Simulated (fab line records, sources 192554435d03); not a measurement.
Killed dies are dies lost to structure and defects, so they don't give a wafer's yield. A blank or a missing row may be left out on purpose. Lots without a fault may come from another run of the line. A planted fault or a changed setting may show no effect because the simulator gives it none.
Problem report in the 8D (eight disciplines) form, filled by code | flow n5_finfet | the parts of the form that need people (team, actions taken, sign-off) are left out

1. THE PROBLEM
killed_at_M0_to_M3 at N5_PASSIVATION_PROBE_49 reads a mean of 108 on 6 wafers of 2 lots; wafers without a fault read 32 with a standard deviation of 9.8. That is +7.8 standard deviations from the usual mean.
First seen on wafer L279.1, day 17 00:23, on prober-02. The record holds 27 wafers of 9 lots with a number at this step. Rule for "out", or "out of limits": more than 4 standard deviations from the usual mean. The other wafers with a number count as sound.

2. WHAT IT IS AND WHAT IT IS NOT
question                    | is                     | is not
which readings at this step | killed_at_M0_to_M3     | killed_at_M4_up, killed_at_contacts, killed_at_front_end, killed_at_other
which lots                  | L279, L281             | L265, L273, L274, L284, L285, L286, L287
which wafers of those lots  | all that have a number | -
read on which tools         | prober-02              | prober-01
when                        | from day 17 00:23      | up to then (9 sound wafers); but 12 sound wafers of L284, L285, L286, L287 came after

3. SUSPECTS, AND WHAT RULES EACH OUT
Counting: a tool at a process step up to the reading stays a suspect if it ran every lot that is out and no sound lot after the first of them.
- ald_sin-02 at N5_BEOL_M3_ALD_98 (deposits SiO2, target thk 2.5 nm, pulse time 1 s, co reactant pulse time 1 s): ruled out as a lasting fault. Sound lots L286 ran on it after its first lot that is out, L279 (day 11 17:11).
- rie_diel-01 at N5_BEOL_M3_ETCHBACK_99 (etches SiO2 in CHF3, target depth 5 nm, time 10.4 s): ruled out as a lasting fault. Sound lots L284, L285, L287 ran on it after its first lot that is out, L279 (day 11 18:53).
- rie_diel-01 at N5_BEOL_M3_STRIP_97 (strips in N2/H2, time 10 s): ruled out as a lasting fault. Sound lots L284, L285, L287 ran on it after its first lot that is out, L279 (day 11 19:13).
- prober-02 at N5_PASSIVATION_PROBE_49: ruled out as a lasting fault. Sound lots L285, L287 ran on it after its first lot that is out, L279 (day 17 00:23).
Left after counting: nothing in the record.

4. THE CAUSE (what the simulator had put in)
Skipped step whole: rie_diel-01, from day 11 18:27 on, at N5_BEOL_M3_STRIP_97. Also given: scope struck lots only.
Counting ruled it out, wrongly: the rule takes a fault to strike every lot that its tool runs from its start on, and this one did not.

5. THE CHAIN OF EFFECTS, in route order
Each row: a reading whose mean over the struck wafers that have a number lies more than 3 standard deviations from the usual. Only readings for which the record gives a usual standard deviation are gone through. hours: the time from each lot's start at the first step in this table that gives one to its start at this step, as a median over the lots. sigmas: the change in usual standard deviations.
hours | step                    | reading              | usual  | on struck wafers | change | sigmas
0     | N5_PASSIVATION_PROBE_49 | defect_limited_yield | 91.4 % | 85.7             | -5.7   | -3.8
0     | N5_PASSIVATION_PROBE_49 | killed_at_M0_to_M3   | 32     | 108              | +76    | +7.8
0     | N5_PASSIVATION_PROBE_49 | killed_dies          | 102    | 169              | +67    | +3.9
0     | N5_PASSIVATION_PROBE_49 | killed_open          | 67     | 121              | +54    | +4.1
0     | N5_PASSIVATION_PROBE_49 | sort_bin_5_function  | 5.1 %  | 8.5              | +3.4   | +3.5
0     | N5_PASSIVATION_PROBE_49 | sort_bin_6_memory    | 3.2 %  | 5.3              | +2.1   | +3.1
0     | N5_PASSIVATION_PROBE_49 | sort_n_pass          | 1078   | 1011             | -67    | -3.7
0     | N5_PASSIVATION_PROBE_49 | sort_yield_pct       | 91.3 % | 85.7             | -5.6   | -3.7
The process steps in it:
- N5_PASSIVATION_PROBE_49
Readings that are blank on the struck wafers while sound wafers have them: bias_power_w at N5_BEOL_M3_STRIP_97; chamber_pressure_mTorr at N5_BEOL_M3_STRIP_97; drypump_motor_current_A at N5_BEOL_M3_STRIP_97; oes_product_au at N5_BEOL_M3_STRIP_97; rf_vpp_V at N5_BEOL_M3_STRIP_97; showerhead_plenum_p_Torr at N5_BEOL_M3_STRIP_97; throttle_valve_pct at N5_BEOL_M3_STRIP_97.

6. WHAT WOULD HAVE CAUGHT IT SOONER
In this record the first reading out of limits was taken at day 17 00:23, 126 hours after the fault began at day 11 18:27.
At N5_BEOL_M3_STRIP_97 the tool's readings are blank on the struck wafers, where sound wafers have them: an empty tool record is the first sign, and it was there at once.
